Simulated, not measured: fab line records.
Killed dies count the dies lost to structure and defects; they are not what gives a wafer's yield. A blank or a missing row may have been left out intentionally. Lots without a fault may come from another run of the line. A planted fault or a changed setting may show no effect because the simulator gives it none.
Matching of chambers    flow n5Finfet    N5_BEOL_M11_ETCH_66 on rieDiel-06 has 4 sister chambers
The step etches SOC in N2/H2, target depth 120 nm, overetch 24 nm, time 180 s. 4 wafers are shown with their chamber, then 9 later ones without.

## WAFERS WITH THEIR CHAMBER
wafer   chamber  drypumpMotorCurrentA (A)
L081.2  2        6.02
L079.3  1        6.28
L085.5  0        5.94
L085.6  3        5.44

## WAFERS WITHOUT THEIR CHAMBER
wafer   drypumpMotorCurrentA (A)
L091.1  5.42
L091.3  6.25
L091.6  5.42
L093.1  6.27
L093.3  5.91
L093.5  6.26
L097.1  6.01
L097.3  6.27
L097.5  5.89

## EACH ONE'S CHAMBER
wafer   from the rows above  in truth
L091.1  3                    3
L091.3  1                    1
L091.6  3                    3
L093.1  1                    1
L093.3  0                    0
L093.5  1                    1
L097.1  2                    2
L097.3  1                    1
L097.5  0                    0
Placed correctly: 9 of 9. Number that these rows cannot place: 0. 0 placed wrongly.
How it was worked out, from the rows above alone: a wafer's distance from a chamber is the root of the sum, over the readings, of the square of ((its reading less the chamber's mean) divided by the reading's scatter). If the next closest chamber is less than 2 further off than the closest, the wafer can't be placed; otherwise it belongs to the closest. Each chamber's mean is taken over the wafers shown for it. The scatter (one wafer shown for each chamber): square how far every hidden wafer sits from the nearest shown wafer, average those squares and take the square root.
